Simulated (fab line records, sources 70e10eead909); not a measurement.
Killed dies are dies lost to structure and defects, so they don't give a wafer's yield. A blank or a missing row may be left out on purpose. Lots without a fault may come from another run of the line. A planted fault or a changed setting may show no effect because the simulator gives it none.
Problem report in the 8D (eight disciplines) form, filled by code | flow nand_harc | the parts of the form that need people (team, actions taken, sign-off) are left out

1. THE PROBLEM
thk_nm at NHARC_A_ONON_D1_THK_MEAS_08 reads a mean of 1067 nm on 6 wafers of 2 lots; wafers without a fault read 998 nm with a standard deviation of 12. That is +5.8 standard deviations from the usual mean.
The step: measures by ellipsometry.
First seen on wafer L828.1, day 12 08:14, on film_metro-02. The record holds 42 wafers of 14 lots with a number at this step. Rule for "out", or "out of limits": more than 4 standard deviations from the usual mean. The other wafers with a number count as sound.

2. WHAT IT IS AND WHAT IT IS NOT
question                    | is                     | is not
which readings at this step | thk_nm                 | -
which lots                  | L828, L829             | L817, L818, L820, L822, L833, L834, L835, L836, L837, L838, L839, L840
which wafers of those lots  | all that have a number | -
read on which gauges        | film_metro-02          | film_metro-01
when                        | from day 12 08:14      | up to then (12 sound wafers); but 24 sound wafers of L833, L834, L835, L836, L837, L838, L839, L840 came after

3. SUSPECTS, AND WHAT RULES EACH OUT
Counting: a tool at a process step up to the reading stays a suspect if it ran every lot that is out and no sound lot after the first of them.
- the gauge at NHARC_A_ONON_D1_THK_MEAS_08: kept. All the wafers that are out were read on film_metro-02, and no step on other tools shows them out.
- pecvd_onon-04 at NHARC_A_ONON_D1_DEP_06 (target thk 1000 nm): ruled out as a lasting fault. Sound lots L834, L836, L839 ran on it after its first lot that is out, L828 (day 12 07:43).
Left after counting: film_metro-02 at NHARC_A_ONON_D1_THK_MEAS_08.

4. THE CAUSE (what the simulator had put in)
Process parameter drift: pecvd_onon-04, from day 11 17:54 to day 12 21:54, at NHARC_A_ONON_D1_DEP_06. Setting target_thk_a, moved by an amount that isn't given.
Counting ruled it out, wrongly: the rule takes a fault to strike every lot that its tool runs from its start on, and this one did not.

5. THE CHAIN OF EFFECTS, in route order
Each row: a reading whose mean over the struck wafers that have a number lies more than 3 standard deviations from the usual. Only readings for which the record gives a usual standard deviation are gone through. hours: the time from each lot's start at the first step in this table that gives one to its start at this step, as a median over the lots. sigmas: the change in usual standard deviations.
hours | step                        | reading | usual  | on struck wafers | change | sigmas
0     | NHARC_A_ONON_D1_THK_MEAS_08 | thk_nm  | 998 nm | 1067             | +69    | +5.8

6. WHAT WOULD HAVE CAUGHT IT SOONER
In this record the first reading out of limits at a measuring or inspecting step was taken at day 12 08:14, 14 hours after the fault began at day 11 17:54.
Of the tool readings at NHARC_A_ONON_D1_DEP_06 for which the record gives a usual standard deviation, none was out on any struck wafer, so an alarm limit of 4 standard deviations on them would not have fired.
